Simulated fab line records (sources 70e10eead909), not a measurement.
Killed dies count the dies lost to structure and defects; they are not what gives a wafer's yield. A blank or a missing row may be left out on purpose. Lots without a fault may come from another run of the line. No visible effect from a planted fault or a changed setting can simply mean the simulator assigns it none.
fab line records	flow nand_harc
record lots=24	wafers=72	last_day=24
route steps=1159 shown A_CONTACT@843
lots with no fault: from the same line, run without faults
start_h: the number of hours between the record's first day and the start of the first shown wafer of the lot	wait_h: hours elapsed since this lot's preceding step	" the same as in the row above	L1.1+2: a row that stands for several wafers	- no value present, or no start provided	* or withheld: withheld	< > ~ a bound
route shown NAME@n: names a module that has steps shown in the file, with the first one's number in the route	usual: average and standard deviation across the fault-free wafers	same: alike in all rows	chamber/n: place in a boat	sites: per-site readings	_std_site: their standard deviation	_edge_site: inner sites' mean taken away from outer sites' mean	radius_mm: for every site, how far away it sits from the centre of the wafer	mask NAME#n: copy n	behind: tool/chamber where the wafer was last shaped	hold: cause of the lot's hold/its duration in hours/its outcome	device: the transistor (n, p or np) that didn't switch	end of line: tests of these same wafers at the route's end	a step with no rows: only its recipe	killed: dies lost to structure and defects at the first sort, not the wafer's yield	map: shows each die of a wafer: x if killed, . if not, _ if none is there
set.NAME: the setting that was run; set.NAME@STEP: the one run at that earlier step	model.NAME: the simulator's own value behind a step, which no gauge read
one table for each step of the route and one row for each wafer, over a sample of lots
services: a tool's chamber out of use, with start hour (start_h, from the record's first day; less than 0 if before it), hours out, and reason
## steps
# step NHARC_A_CONTACT_DEP_29
# recipe target_thk_a=700	target_thk_nm=70	temp_c=400	pressure_torr=3.5	flow_sccm=200	rf_w=350	material=SiON
# usual heater_power_w=766/79	susceptor_temp_C=399.94/0.22
lot.wafer	tool	chamber	start_h	wait_h	heater_power_w	susceptor_temp_C
L077.4	pecvd-02	2	371.83	0.8	718	400.19
L077.6	"	0	"	"	644	400.00
L077.5	"	1	"	"	710	399.93
L074.2	pecvd-01	2	376.50	1.5	815	399.90
L074.1	"	0	"	"	689	400.07
L074.4	"	0	"	"	686	400.00
L075.1	pecvd-01	2	379.11	1.9	856	399.87
L075.4	"	2	"	"	854	399.93
L075.6	"	1	"	"	815	399.85
L079.3	pecvd-01	2	380.52	1.2	838	399.67
L079.4	"	1	"	"	825	399.93
L079.5	"	2	"	"	847	399.53
L076.1	pecvd-03	0	383.46	1.9	744	399.92
L076.4	"	2	"	"	882	400.01
L076.6	"	0	"	"	740	399.60
L078.2	pecvd-01	0	385.77	1.5	699	399.77
L078.6	"	1	"	"	840	400.05
L078.4	"	2	"	"	851	399.85
L080.3	pecvd-02	0	394.91	1.1	738	399.81
L080.6	"	0	"	"	712	399.43
L080.4	"	1	"	"	721	399.97
L081.1	pecvd-01	1	407.54	1.9	775	400.00
L081.4	"	0	"	"	745	399.98
L081.5	"	1	"	"	757	400.25
L083.3	pecvd-01	0	407.86	1.1	786	400.36
L083.4	"	1	"	"	801	400.20
L083.5	"	2	"	"	880	399.78
L082.1	pecvd-02	2	413.12	1.9	654	399.89
L082.5	"	1	"	"	651	400.12
L082.6	"	2	"	"	670	399.91
L085.2	pecvd-02	0	424.37	1.5	727	400.04
L085.4	"	0	"	"	745	400.05
L085.6	"	1	"	"	746	400.39
L084.1	pecvd-03	0	424.83	1.9	789	400.23
L084.5	"	1	"	"	892	400.21
L084.4	"	2	"	"	963	399.66
L087.2	pecvd-01	2	435.04	1.6	882	399.79
L087.5	"	0	"	"	803	399.89
L087.6	"	1	"	"	685	399.92
L086.2	pecvd-02	0	435.46	1.6	728	400.08
L086.6	"	2	"	"	715	399.60
L086.5	"	0	"	"	751	400.16
L090.1	pecvd-02	2	454.96	1.9	725	400.07
L090.2	"	0	"	"	738	399.94
L090.5	"	1	"	"	742	399.85
L089.1	pecvd-01	2	455.54	1.9	882	399.93
L089.5	"	0	"	"	797	399.84
L089.4	"	1	"	"	711	399.99
L088.2	pecvd-02	0	466.70	1.5	627	400.00
L088.4	"	1	"	"	699	400.18
L088.5	"	2	"	"	740	400.07
L091.3	pecvd-03	1	467.81	1.1	842	399.85
L091.4	"	1	"	"	818	400.14
L091.5	"	2	"	"	937	400.38
L092.3	pecvd-03	0	472.07	1.3	827	399.95
L092.6	"	1	"	"	871	399.84
L092.4	"	2	"	"	836	400.11
L093.3	pecvd-02	1	472.11	1.3	745	400.18
L093.5	"	2	"	"	684	399.53
L093.6	"	0	"	"	729	399.62
L096.4	pecvd-02	0	496.18	0.8	665	399.57
L096.3	"	1	"	"	693	399.90
L096.5	"	1	"	"	688	399.73
L094.3	pecvd-03	0	497.52	1.2	813	400.02
L094.2	"	1	"	"	761	399.64
L094.4	"	1	"	"	759	399.76
L095.3	pecvd-02	0	500.36	1.2	747	399.50
L095.6	"	2	"	"	668	400.35
L095.4	"	0	"	"	732	399.99
L097.3	pecvd-01	2	502.62	1.2	882	400.29
L097.5	"	1	"	"	820	399.79
L097.6	"	2	"	"	922	400.01
# step NHARC_A_CONTACT_INSPECT_44
# usual raw_defect_count=25/14
lot.wafer	tool	chamber	start_h	wait_h	raw_defect_count
L077.4	defect_inspect-01	-	372.59	0.0	23
L077.5	"	-	"	"	20
L077.6	"	-	"	"	20
L074.1	defect_inspect-01	-	377.35	0.0	21
L074.2	"	-	"	"	34
L074.4	"	-	"	"	24
L075.1	defect_inspect-01	-	379.84	0.0	27
L075.4	"	-	"	"	21
L075.6	"	-	"	"	25
L079.3	defect_inspect-01	-	381.32	0.0	20
L079.4	"	-	"	"	17
L079.5	"	-	"	"	21
L076.1	defect_inspect-01	-	384.26	0.0	10
L076.4	"	-	"	"	9
L076.6	"	-	"	"	4
L078.2	defect_inspect-01	-	386.62	0.0	14
L078.4	"	-	"	"	16
L078.6	"	-	"	"	19
L080.3	defect_inspect-02	-	395.76	0.0	31
L080.4	"	-	"	"	23
L080.6	"	-	"	"	25
L081.1	defect_inspect-02	-	408.36	0.0	28
L081.4	"	-	"	"	36
L081.5	"	-	"	"	30
L083.3	defect_inspect-01	-	408.71	0.0	13
L083.4	"	-	"	"	18
L083.5	"	-	"	"	19
L082.1	defect_inspect-01	-	413.79	0.0	13
L082.5	"	-	"	"	16
L082.6	"	-	"	"	12
L085.2	defect_inspect-01	-	425.23	0.0	13
L085.4	"	-	"	"	8
L085.6	"	-	"	"	16
L084.1	defect_inspect-01	-	425.69	0.0	26
L084.4	"	-	"	"	21
L084.5	"	-	"	"	20
L087.2	defect_inspect-01	-	435.70	0.0	38
L087.5	"	-	"	"	53
L087.6	"	-	"	"	41
L086.2	defect_inspect-02	-	436.18	0.0	12
L086.5	"	-	"	"	6
L086.6	"	-	"	"	9
L090.1	defect_inspect-01	-	455.80	0.0	36
L090.2	"	-	"	"	23
L090.5	"	-	"	"	33
L089.1	defect_inspect-02	-	456.33	0.0	30
L089.4	"	-	"	"	34
L089.5	"	-	"	"	35
L088.2	defect_inspect-02	-	467.55	0.0	10
L088.4	"	-	"	"	20
L088.5	"	-	"	"	17
L091.3	defect_inspect-01	-	468.66	0.0	11
L091.4	"	-	"	"	12
L091.5	"	-	"	"	13
L092.3	defect_inspect-02	-	472.86	0.0	62
L092.4	"	-	"	"	47
L092.6	"	-	"	"	59
L093.3	defect_inspect-01	-	473.01	0.0	62
L093.5	"	-	"	"	49
L093.6	"	-	"	"	60
L096.3	defect_inspect-02	-	497.03	0.0	31
L096.4	"	-	"	"	43
L096.5	"	-	"	"	52
L094.2	defect_inspect-01	-	498.34	0.0	16
L094.3	"	-	"	"	19
L094.4	"	-	"	"	11
L095.3	defect_inspect-02	-	501.19	0.0	44
L095.4	"	-	"	"	41
L095.6	"	-	"	"	35
L097.3	defect_inspect-02	-	503.44	0.0	25
L097.5	"	-	"	"	25
L097.6	"	-	"	"	19
# step NHARC_A_CONTACT_ETCH_48
# recipe target_depth_a=390	over_etch_frac=0.3	time_s=65	ion_energy_ev=80	cf4_flow_sccm=150	ar_flow_sccm=0	rf_w=300	bias_w=100	chemistry=CF4
# usual bias_w=100.0/0.32	drypump_motor_current_A=5.6/0.41	oes_product_au=0.997/0.0092	rf_vpp_V=151.5/1.2	showerhead_plenum_p_Torr=1.79/0.068	throttle_valve_pct=13.286/0.0084
lot.wafer	tool	chamber	start_h	wait_h	bias_w	drypump_motor_current_A	oes_product_au	rf_hours_counter_h	rf_vpp_V	showerhead_plenum_p_Torr	throttle_valve_pct
L077.6	rie_diel-09	2	372.81	0.1	99.6	6.2	0.994	-	152.0	1.80	13.285
L077.4	"	0	"	"	100.5	4.8	1.004	-	150.7	1.75	13.291
L077.5	"	1	"	"	100.4	5.7	1.001	-	152.4	1.79	13.279
L074.2	rie_diel-11	1	377.50	0.1	99.7	5.7	0.999	0	152.4	1.83	13.293
L074.1	"	2	"	"	100.0	5.4	1.002	0	152.7	1.83	13.293
L074.4	"	3	"	"	99.8	5.6	0.999	0	152.3	1.88	13.281
L075.1	rie_diel-09	0	379.99	0.1	100.1	4.8	0.998	48	151.2	1.75	13.287
L075.4	"	2	"	"	99.6	6.2	1.001	42	151.2	1.80	13.288
L075.6	"	0	"	"	100.4	4.8	0.992	-	150.7	1.75	13.279
L079.3	rie_diel-11	2	381.47	0.1	100.2	5.4	0.985	2	150.7	1.83	13.282
L079.4	"	0	"	"	100.3	5.1	0.981	1	150.9	1.67	13.282
L079.5	"	1	"	"	100.5	5.7	0.995	-	152.1	1.83	13.271
L076.1	rie_diel-06	3	384.41	0.1	100.2	6.1	0.991	46	152.0	1.78	13.290
L076.4	"	1	"	"	100.0	6.1	0.975	56	149.9	1.71	13.282
L076.6	"	0	"	"	99.4	5.6	0.995	-	150.9	1.65	13.297
L078.2	rie_diel-11	2	386.78	0.1	99.8	5.4	0.994	3	150.1	1.83	13.286
L078.4	"	0	"	"	99.8	5.1	0.998	3	150.0	1.67	13.264
L078.6	"	3	"	"	100.4	5.6	1.005	-	153.7	1.88	13.288
L080.3	rie_diel-11	3	396.17	0.1	100.4	5.6	1.006	6	154.2	1.87	13.270
L080.4	"	0	"	"	100.3	5.1	0.991	6	149.8	1.67	13.270
L080.6	"	2	"	"	99.9	5.4	0.994	-	153.3	1.83	13.274
L081.1	rie_diel-09	0	408.54	0.1	99.7	4.8	1.007	60	151.7	1.75	13.291
L081.4	"	2	"	"	100.2	6.2	1.005	48	151.9	1.79	13.273
L081.5	"	3	"	"	99.8	6.3	0.994	-	149.9	1.79	13.288
L083.4	rie_diel-11	0	408.85	0.1	100.4	5.1	0.994	8	148.5	1.67	13.283
L083.3	"	3	"	"	100.2	5.6	1.005	9	152.7	1.87	13.285
L083.5	"	0	"	"	100.7	5.1	0.988	-	150.9	1.67	13.301
L082.1	rie_diel-11	1	413.94	0.1	99.8	5.8	0.997	9	152.5	1.83	13.298
L082.6	"	0	"	"	100.1	5.1	1.003	-	149.8	1.67	13.283
L082.5	"	1	"	"	99.6	5.7	0.994	-	152.0	1.83	13.298
L085.2	rie_diel-09	2	425.38	0.1	100.3	6.2	1.012	56	152.5	1.79	13.302
L085.4	"	0	"	"	100.1	4.8	1.007	63	150.6	1.75	13.272
L085.6	"	2	"	"	100.1	6.2	1.008	-	151.8	1.79	13.281
L084.1	rie_diel-11	2	425.84	0.1	100.1	5.4	1.000	12	153.2	1.83	13.290
L084.4	"	3	"	"	99.5	5.5	1.002	13	153.1	1.87	13.275
L084.5	"	3	"	"	100.0	5.5	1.001	-	153.3	1.87	13.293
L087.2	rie_diel-11	2	435.86	0.1	100.0	5.4	0.991	15	151.9	1.83	13.298
L087.6	"	1	"	"	100.2	5.7	1.002	-	151.3	1.83	13.283
L087.5	"	2	"	"	100.3	5.4	0.997	-	153.7	1.83	13.287
L086.2	rie_diel-11	1	436.42	0.2	99.7	5.7	1.009	15	151.2	1.83	13.291
L086.5	"	2	"	"	99.3	5.4	0.995	-	152.3	1.83	13.278
L086.6	"	3	"	"	99.9	5.5	0.999	-	154.4	1.87	13.270
L090.1	rie_diel-11	0	455.95	0.1	100.4	5.1	0.998	18	150.1	1.67	13.301
L090.2	"	1	"	"	100.2	5.7	1.008	18	151.4	1.83	13.272
L090.5	"	0	"	"	99.7	5.1	0.996	-	149.8	1.66	13.282
L089.1	rie_diel-06	0	456.48	0.1	100.9	5.6	1.007	14	152.4	1.90	13.291
L089.4	"	1	"	"	99.7	6.0	0.978	16	148.8	1.70	13.285
L089.5	"	0	"	"	100.7	5.6	1.000	-	152.1	1.90	13.274
L088.4	rie_diel-06	1	467.75	0.1	99.7	6.0	0.974	21	150.6	1.70	13.285
L088.2	"	3	"	"	100.1	6.1	1.012	17	152.4	1.77	13.289
L088.5	"	1	"	"	99.7	6.1	0.986	-	150.8	1.70	13.290
L091.3	rie_diel-11	2	468.81	0.1	100.3	5.4	0.985	19	151.9	1.83	13.296
L091.4	"	0	"	"	99.8	5.1	0.993	19	150.8	1.66	13.288
L091.5	"	1	"	"	99.6	5.7	1.002	-	152.6	1.83	13.295
L093.3	rie_diel-09	3	473.21	0.1	100.5	6.4	0.990	6	151.3	1.78	13.285
L093.6	"	1	"	"	100.1	5.7	0.986	-	150.2	1.78	13.279
L093.5	"	2	"	"	100.3	6.2	0.986	-	151.3	1.79	13.291
L092.3	rie_diel-11	0	473.70	0.8	100.2	5.1	0.994	21	150.2	1.66	13.281
L092.4	"	1	"	"	100.5	5.7	1.003	21	153.0	1.83	13.281
L092.6	"	0	"	"	100.5	5.1	1.007	-	150.5	1.66	13.290
L096.3	rie_diel-09	1	497.17	0.1	100.1	5.8	0.991	18	149.8	1.78	13.294
L096.4	"	2	"	"	99.8	6.2	0.987	19	149.8	1.78	13.294
L096.5	"	2	"	"	99.9	6.2	0.993	-	150.9	1.79	13.279
L094.4	rie_diel-06	1	498.49	0.1	100.1	6.0	0.976	26	149.9	1.70	13.282
L094.3	"	2	"	"	99.9	5.0	0.990	25	151.2	1.79	13.275
L094.2	"	0	"	"	100.2	5.6	0.981	25	152.0	1.90	13.282
L095.4	rie_diel-06	1	501.34	0.1	100.1	6.0	0.983	27	150.8	1.70	13.280
L095.3	"	3	"	"	100.1	6.1	0.996	25	151.7	1.77	13.290
L095.6	"	2	"	"	99.7	5.0	1.000	-	152.1	1.79	13.294
L097.3	rie_diel-11	1	503.58	0.1	99.9	5.7	0.998	25	152.3	1.82	13.274
L097.6	"	1	"	"	100.2	5.7	0.986	-	151.5	1.82	13.297
L097.5	"	2	"	"	99.1	5.4	1.000	-	152.7	1.83	13.288
# step NHARC_A_CONTACT_ETCH_96
# recipe target_depth_a=200	over_etch_frac=0.5	time_s=10	ion_energy_ev=250	c4f6_flow_sccm=25	o2_flow_sccm=20	ar_flow_sccm=500	rf_w=600	bias_w=500	chemistry=C4F6/O2
# usual bias_w=500.3/1.6	drypump_motor_current_A=5.6/0.38	o2_flow_sccm=20.00/0.054	oes_product_au=0.969/0.023	rf_vpp_V=548/3.3	showerhead_plenum_p_Torr=3.98/0.15	throttle_valve_pct=26.903/0.0096
lot.wafer	tool	chamber	start_h	wait_h	bias_w	drypump_motor_current_A	o2_flow_sccm	oes_product_au	rf_hours_counter_h	rf_vpp_V	showerhead_plenum_p_Torr	throttle_valve_pct
L077.4	rie_diel-11	1	-	-	501.5	5.7	20.05	1.003	0	548	4.06	26.905
L077.5	"	1	"	"	500.5	5.7	20.03	1.016	-	549	4.06	26.908
L077.6	"	2	"	"	500.1	5.4	20.01	0.997	-	550	4.06	26.913
L074.4	rie_diel-11	2	-	-	499.1	5.4	20.01	0.949	2	549	4.06	26.895
L074.1	"	3	"	"	501.3	5.6	20.10	0.950	1	552	4.16	26.898
L074.2	"	0	"	"	499.3	5.1	19.98	0.932	1	543	3.71	26.923
L075.4	rie_diel-11	1	-	-	499.3	5.7	19.99	1.003	2	551	4.06	26.905
L075.1	"	2	"	"	498.5	5.4	19.98	0.987	2	549	4.06	26.896
L075.6	"	1	"	"	500.9	5.7	20.03	0.994	-	551	4.06	26.914
L079.4	rie_diel-09	2	-	-	498.6	6.3	19.93	0.958	45	547	3.98	26.906
L079.3	"	3	"	"	500.5	6.4	19.99	0.947	39	547	3.97	26.892
L079.5	"	2	"	"	497.9	6.3	20.06	0.968	-	549	3.98	26.894
L076.4	rie_diel-06	1	-	-	500.2	6.1	20.07	0.964	57	544	3.79	26.901
L076.1	"	3	"	"	499.2	6.1	20.02	0.973	48	548	3.95	26.896
L076.6	"	1	"	"	503.4	6.0	20.11	0.960	-	543	3.79	26.906
L078.2	rie_diel-11	0	-	-	501.0	5.1	20.01	0.937	3	542	3.71	26.904
L078.4	"	1	"	"	498.6	5.7	20.03	0.938	3	550	4.06	26.905
L078.6	"	0	"	"	500.3	5.1	20.02	0.949	-	541	3.71	26.907
L080.3	rie_diel-09	3	399.96	0.3	498.7	6.4	19.98	0.974	45	549	3.96	26.894
L080.6	"	0	"	"	498.2	4.8	19.99	0.975	-	547	3.88	26.917
L080.4	"	3	"	"	501.1	6.4	20.10	0.952	-	548	3.97	26.891
L081.4	rie_diel-11	0	-	-	499.4	5.1	20.04	1.007	9	542	3.70	26.899
L081.1	"	3	"	"	497.4	5.6	19.95	0.998	10	553	4.15	26.900
L081.5	"	0	"	"	496.6	5.1	20.03	0.999	-	542	3.70	26.914
L083.3	rie_diel-09	2	412.08	0.2	498.8	6.2	19.94	0.977	51	549	3.98	26.912
L083.4	"	2	"	"	500.2	6.2	19.93	0.968	-	547	3.98	26.901
L083.5	"	3	"	"	502.6	6.4	20.07	0.961	-	548	3.96	26.898
L082.1	rie_diel-11	1	-	-	501.7	5.7	19.99	0.949	10	549	4.05	26.899
L082.6	"	2	"	"	501.4	5.4	20.05	0.963	-	549	4.06	26.890
L082.5	"	3	"	"	501.2	5.6	20.04	0.971	-	552	4.15	26.913
L085.2	rie_diel-09	0	-	-	498.0	4.8	19.94	0.949	64	545	3.87	26.890
L085.4	"	1	"	"	499.6	5.7	20.00	0.953	64	547	3.95	26.924
L085.6	"	3	"	"	500.1	6.4	20.02	0.933	-	548	3.96	26.910
L084.1	rie_diel-11	0	-	-	503.6	5.1	19.88	0.957	13	542	3.70	26.889
L084.4	"	1	"	"	497.8	5.7	20.01	0.959	13	550	4.05	26.901
L084.5	"	1	"	"	499.4	5.7	20.02	0.959	-	550	4.05	26.899
L087.2	rie_diel-11	2	-	-	500.1	5.5	19.94	0.952	16	549	4.05	26.896
L087.5	"	1	"	"	500.6	5.8	19.92	0.970	-	550	4.05	26.886
L087.6	"	2	"	"	500.0	5.4	20.03	0.948	-	550	4.05	26.895
L086.2	rie_diel-11	2	-	-	504.5	5.4	19.93	0.934	16	550	4.05	26.908
L086.5	"	2	"	"	501.0	5.4	19.89	0.953	-	549	4.05	26.897
L086.6	"	3	"	"	501.1	5.6	19.95	0.936	-	552	4.15	26.920
L090.1	rie_diel-11	2	-	-	500.4	5.4	20.04	0.972	18	549	4.05	26.909
L090.2	"	3	"	"	499.7	5.6	20.00	0.972	18	552	4.15	26.894
L090.5	"	1	"	"	498.8	5.8	20.03	0.966	-	550	4.05	26.905
L089.1	rie_diel-06	1	-	-	500.2	6.0	20.02	0.945	17	545	3.77	26.905
L089.4	"	0	"	"	498.1	5.7	20.01	0.947	15	553	4.22	26.902
L089.5	"	1	"	"	498.8	6.0	19.98	0.943	-	544	3.77	26.892
L088.4	rie_diel-11	1	-	-	498.7	5.7	19.90	1.004	20	548	4.05	26.921
L088.2	"	3	"	"	501.4	5.5	20.01	1.000	20	552	4.15	26.890
L088.5	"	1	"	"	499.4	5.8	20.02	1.006	-	550	4.05	26.905
L091.3	rie_diel-06	0	-	-	499.9	5.6	19.98	0.984	21	552	4.21	26.886
L091.4	"	3	"	"	499.6	6.1	20.03	1.012	19	547	3.93	26.889
L091.5	"	0	"	"	499.0	5.6	20.08	0.984	-	554	4.21	26.907
L093.3	rie_diel-11	0	-	-	501.1	5.1	20.02	0.998	22	541	3.70	26.889
L093.5	"	1	"	"	501.3	5.7	19.97	1.003	-	548	4.05	26.913
L093.6	"	2	"	"	500.1	5.4	19.96	1.006	-	548	4.05	26.892
L092.3	rie_diel-11	2	-	-	500.9	5.4	20.10	0.947	22	550	4.05	26.887
L092.4	"	3	"	"	499.4	5.6	19.98	0.948	22	551	4.14	26.921
L092.6	"	2	"	"	502.0	5.4	20.03	0.955	-	549	4.05	26.910
L096.4	rie_diel-09	2	-	-	500.3	6.2	20.03	0.964	19	547	3.96	26.889
L096.3	"	3	"	"	501.4	6.4	19.98	0.957	10	546	3.95	26.898
L096.5	"	1	"	"	502.4	5.8	19.97	0.949	-	546	3.94	26.882
L094.4	rie_diel-11	2	-	-	498.0	5.4	20.03	0.977	24	548	4.05	26.907
L094.2	"	0	"	"	500.5	5.1	20.03	0.963	24	543	3.69	26.896
L094.3	"	1	"	"	499.2	5.7	19.98	0.968	25	550	4.04	26.909
L095.4	rie_diel-11	2	-	-	502.0	5.4	19.81	1.004	25	549	4.05	26.880
L095.3	"	0	"	"	498.8	5.1	20.11	0.993	25	542	3.69	26.889
L095.6	"	2	"	"	501.8	5.4	19.96	1.000	-	549	4.05	26.918
L097.3	rie_diel-11	2	-	-	500.7	5.4	20.06	0.953	25	549	4.05	26.892
L097.6	"	2	"	"	502.6	5.4	20.08	0.952	-	550	4.05	26.898
L097.5	"	3	"	"	498.2	5.6	19.95	0.954	-	554	4.14	26.913
# step NHARC_A_CONTACT_INSPECT_71
# usual raw_defect_count=26/14
lot.wafer	tool	chamber	start_h	wait_h	raw_defect_count
L077.4	defect_inspect-01	-	383.00	0.0	32
L077.5	"	-	"	"	18
L077.6	"	-	"	"	27
L074.1	defect_inspect-01	-	388.60	0.0	17
L074.2	"	-	"	"	37
L074.4	"	-	"	"	27
L075.1	defect_inspect-01	-	389.59	0.0	23
L075.4	"	-	"	"	21
L075.6	"	-	"	"	24
L079.3	defect_inspect-01	-	390.14	0.0	16
L079.4	"	-	"	"	19
L079.5	"	-	"	"	21
L076.1	defect_inspect-01	-	392.08	0.0	14
L076.4	"	-	"	"	13
L076.6	"	-	"	"	3
L078.2	defect_inspect-01	-	393.85	0.0	16
L078.4	"	-	"	"	17
L078.6	"	-	"	"	22
L080.3	defect_inspect-02	-	403.90	0.0	33
L080.4	"	-	"	"	23
L080.6	"	-	"	"	25
L081.1	defect_inspect-02	-	415.64	0.1	26
L081.4	"	-	"	"	37
L081.5	"	-	"	"	36
L083.3	defect_inspect-01	-	416.13	0.0	13
L083.4	"	-	"	"	20
L083.5	"	-	"	"	18
L082.1	defect_inspect-01	-	420.78	0.0	16
L082.5	"	-	"	"	11
L082.6	"	-	"	"	18
L085.2	defect_inspect-01	-	432.25	0.0	20
L085.4	"	-	"	"	11
L085.6	"	-	"	"	22
L084.1	defect_inspect-02	-	434.08	0.0	24
L084.4	"	-	"	"	22
L084.5	"	-	"	"	26
L087.2	defect_inspect-02	-	443.92	0.0	39
L087.5	"	-	"	"	51
L087.6	"	-	"	"	43
L086.2	defect_inspect-02	-	444.14	0.0	10
L086.5	"	-	"	"	7
L086.6	"	-	"	"	8
L090.1	defect_inspect-02	-	464.48	0.0	35
L090.2	"	-	"	"	24
L090.5	"	-	"	"	35
L089.1	defect_inspect-02	-	465.24	0.0	31
L089.4	"	-	"	"	35
L089.5	"	-	"	"	38
L088.2	defect_inspect-02	-	474.79	0.0	12
L088.4	"	-	"	"	15
L088.5	"	-	"	"	21
L091.3	defect_inspect-02	-	475.68	0.0	12
L091.4	"	-	"	"	10
L091.5	"	-	"	"	15
L093.3	defect_inspect-02	-	479.98	0.0	56
L093.5	"	-	"	"	51
L093.6	"	-	"	"	64
L092.3	defect_inspect-02	-	482.14	0.0	59
L092.4	"	-	"	"	52
L092.6	"	-	"	"	61
L096.3	defect_inspect-02	-	503.79	0.0	39
L096.4	"	-	"	"	44
L096.5	"	-	"	"	57
L094.2	defect_inspect-02	-	505.66	0.0	17
L094.3	"	-	"	"	19
L094.4	"	-	"	"	15
L095.3	defect_inspect-01	-	508.31	0.0	47
L095.4	"	-	"	"	43
L095.6	"	-	"	"	40
L097.3	defect_inspect-01	-	510.40	0.0	30
L097.5	"	-	"	"	26
L097.6	"	-	"	"	23
# step NHARC_A_CONTACT_ETCH_128
# recipe source_w=withheld	pressure_mtorr=20	bias_v=1200	time_s=155	target_depth_a=9560	ar_flow_sccm=withheld	c4f8_flow_sccm=withheld	o2_flow_sccm=withheld	chemistry=C4F8/O2/Ar
# usual oes_air_line_au=1.000/0.02
lot.wafer	tool	chamber	start_h	wait_h	oes_air_line_au	rf_hours_counter_h
L077.4	har_cap_etch-03	0	384.87	0.1	1.006	-
L077.5	"	0	"	"	0.974	-
L077.6	"	1	"	"	1.017	-
L074.1	har_cap_etch-01	0	390.58	0.1	0.977	62
L074.2	"	1	"	"	0.978	62
L074.4	"	0	"	"	0.989	-
L075.1	har_cap_etch-03	1	391.63	0.1	0.993	86
L075.4	"	1	"	"	0.990	-
L075.6	"	1	"	"	1.003	-
L079.3	har_cap_etch-02	1	392.75	0.1	1.002	-
L079.4	"	0	"	"	0.998	-
L079.5	"	1	"	"	0.985	-
L076.1	har_cap_etch-03	0	393.96	0.1	0.989	87
L076.4	"	1	"	"	0.966	-
L076.6	"	1	"	"	1.012	-
L078.2	har_cap_etch-01	0	395.66	0.1	0.978	64
L078.4	"	1	"	"	0.973	-
L078.6	"	0	"	"	0.997	-
L080.3	har_cap_etch-02	0	405.82	0.1	1.023	-
L080.4	"	1	"	"	0.940	-
L080.6	"	1	"	"	0.995	-
L081.1	har_cap_etch-03	1	417.51	0.1	1.014	92
L081.4	"	0	"	"	1.016	-
L081.5	"	1	"	"	0.994	-
L083.3	har_cap_etch-02	0	417.99	0.1	1.043	-
L083.4	"	1	"	"	0.980	-
L083.5	"	1	"	"	0.983	-
L082.1	har_cap_etch-01	0	422.62	0.1	1.025	69
L082.5	"	1	"	"	1.022	-
L082.6	"	0	"	"	1.043	-
L085.2	har_cap_etch-01	1	434.74	0.2	1.023	72
L085.4	"	1	"	"	1.024	-
L085.6	"	1	"	"	1.008	-
L084.1	har_cap_etch-03	0	435.91	0.1	0.960	95
L084.4	"	1	"	"	0.983	-
L084.5	"	1	"	"	0.984	-
L087.2	har_cap_etch-01	0	445.99	0.2	1.010	74
L087.6	"	0	"	"	0.973	-
L087.5	"	1	"	"	0.976	-
L086.2	har_cap_etch-03	0	446.44	0.1	1.006	97
L086.6	"	1	"	"	1.025	-
L086.5	"	0	"	"	1.016	-
L090.1	har_cap_etch-01	1	466.30	0.1	1.021	76
L090.2	"	0	"	"	1.014	76
L090.5	"	0	"	"	1.003	-
L089.1	har_cap_etch-03	1	467.30	0.2	0.998	100
L089.4	"	0	"	"	0.985	-
L089.5	"	1	"	"	0.997	-
L088.2	har_cap_etch-02	1	477.12	0.1	1.015	26
L088.4	"	1	"	"	0.984	-
L088.5	"	0	"	"	1.017	-
L091.3	har_cap_etch-01	0	477.54	0.1	1.001	-
L091.4	"	1	"	"	0.980	-
L091.5	"	1	"	"	1.002	-
L093.3	har_cap_etch-03	1	481.86	0.1	0.985	-
L093.5	"	0	"	"	0.976	-
L093.6	"	1	"	"	0.994	-
L092.3	har_cap_etch-03	0	484.00	0.1	0.975	-
L092.4	"	1	"	"	1.021	-
L092.6	"	1	"	"	1.001	-
L096.4	har_cap_etch-02	1	505.69	0.1	1.005	-
L096.3	"	0	"	"	0.993	-
L096.5	"	0	"	"	1.015	-
L094.2	har_cap_etch-01	0	507.47	0.1	0.990	84
L094.3	"	0	"	"	0.992	-
L094.4	"	1	"	"	1.011	-
L095.3	har_cap_etch-02	1	510.31	0.1	0.987	-
L095.4	"	0	"	"	1.011	-
L095.6	"	0	"	"	1.018	-
L097.3	har_cap_etch-02	0	513.06	0.1	1.002	-
L097.6	"	0	"	"	1.009	-
L097.5	"	1	"	"	1.003	-
## services
tool	chamber	start_h	hours	kind
rie_diel-09	3	360.57	16.6	repair
rie_diel-11	-	366.55	9.0	pm
rie_diel-11	0	366.55	9.0	vent_cycle
rie_diel-11	1	366.55	9.0	vent_cycle
rie_diel-11	2	366.55	9.0	vent_cycle
rie_diel-11	3	366.55	9.0	vent_cycle
rie_diel-06	2	374.46	8.7	repair
rie_diel-11	0	375.55	-	clean
rie_diel-11	1	375.55	-	clean
rie_diel-11	2	375.55	-	clean
rie_diel-11	3	375.55	-	clean
rie_diel-09	2	387.51	13.8	repair
rie_diel-09	0	410.33	6.5	repair
har_cap_etch-02	-	414.57	2.5	repair
pecvd-01	-	418.47	13.0	pm
rie_diel-06	-	419.60	9.0	pm
rie_diel-09	-	431.16	9.0	pm
rie_diel-09	3	443.81	16.4	repair
pecvd-02	-	462.81	3.0	repair
rie_diel-06	-	469.88	0.4	repair
pecvd-03	-	473.13	13.0	pm
har_cap_etch-01	-	481.55	1.8	repair
pecvd-02	2	492.90	3.2	repair
rie_diel-09	3	506.58	1.9	repair
## key
fault none
